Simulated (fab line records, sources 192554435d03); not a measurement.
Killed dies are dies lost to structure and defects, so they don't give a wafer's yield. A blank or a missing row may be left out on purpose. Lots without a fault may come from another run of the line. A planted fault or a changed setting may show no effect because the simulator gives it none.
Split-lot experiment | flow n5_finfet | 7 lots, 21 wafers read, on a route of 1938 steps

THE SPLIT
At N5_MOL_CONTACT_COAG_VIA_ETCH_117 (etches SiO2 in C4F6/O2, target depth 40 nm, overetch 8 nm, time 26 s), the setting bias_w was moved away from the recipe's 455 W on 6 of the 21 wafers read, by -6.4% to +17.8%. The other wafers ran this setting at the recipe's value.

The reading is taken at the split's own step.

THE READING
rf_vpp_V, in V, at N5_MOL_CONTACT_COAG_VIA_ETCH_117 (etches SiO2 in C4F6/O2, target depth 40 nm, overetch 8 nm, time 26 s). Fault-free wafers of this fab line usually give 1588 V, standard deviation 11 V.

wafer  | tool, chamber at the split | bias_w as run, W | against the recipe | rf_vpp_V, V | against lot-mates on the recipe
L077.2 | rie_diel-05, 0             | 455              | recipe             | 1592        | -
L077.4 | rie_diel-05, 0             | 455              | recipe             | 1592        | -
L077.6 | rie_diel-05, 1             | 455              | recipe             | 1595        | -
L079.1 | rie_diel-02, 3             | 481.7            | +5.9%              | 1654        | +39
L079.3 | rie_diel-02, 1             | 455              | recipe             | 1615        | -
L079.6 | rie_diel-02, 0             | 481.7            | +5.9%              | 1663        | +48
L081.4 | rie_diel-06, 0             | 455              | recipe             | 1571        | -
L081.5 | rie_diel-06, 3             | 455              | recipe             | 1601        | -
L081.6 | rie_diel-06, 1             | 431.2            | -5.2%              | 1524        | -62
L083.2 | rie_diel-06, 3             | 455              | recipe             | 1602        | -
L083.3 | rie_diel-06, 3             | 455              | recipe             | 1600        | -
L083.6 | rie_diel-06, 1             | 455              | recipe             | 1583        | -
L086.1 | rie_diel-05, 1             | 536.2            | +17.8%             | 1801        | +230
L086.4 | rie_diel-05, 2             | 455              | recipe             | 1568        | -
L086.6 | rie_diel-05, 3             | 455              | recipe             | 1574        | -
L088.1 | rie_diel-05, 0             | 455              | recipe             | 1591        | -
L088.3 | rie_diel-05, 1             | 455              | recipe             | 1594        | -
L088.6 | rie_diel-05, 0             | 455              | recipe             | 1592        | -
L092.2 | rie_diel-06, 3             | 455              | recipe             | 1600        | -
L092.4 | rie_diel-06, 1             | 425.8            | -6.4%              | 1508        | -92
L092.5 | rie_diel-06, 1             | 425.8            | -6.4%              | 1507        | -93

THE FIT
A straight line over all 21 wafers: rf_vpp_V changes by +12 V for each +1% of bias_w; r = +0.98; the points scatter about the line by 11 V.
The same after taking each lot's own level away (the mean of its wafers on the recipe; 21 wafers): +12.4 V for each +1%; r = +0.98; scatter 12 V.
On that fit, the largest move of bias_w shifts the reading by 2.2e+02 V.
The lots' own levels span 1571.0 to 1615.0 V, that is 4.0 times the standard deviation above.
So the lot-to-lot level changes the slope little: the two slopes agree.
Check: with one of the wafers moved furthest among these (+17.8%) left out of the fit, the line predicts +195 V for it against its lot-mates. It came out at +230 V against them.
Tool readings at the split's step, against how far the setting was moved: rf_vpp_V r = +0.98.

OTHER SPLITS ON THESE WAFERS
These wafers also went through other splits before the reading. Each is held against what the fit with the lots' levels taken away leaves over:
other split on the same wafers      | wafers away from the commonest value | r with rf_vpp_V (lot level and that fit taken away)
N5_MOL_CONTACT_COAG_PECVD_31 temp_c | 7                                    | +0.04

THE FILE'S OWN FIT
rf_vpp_V changes by +12.5 V for each +1% of bias_w, r = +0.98.
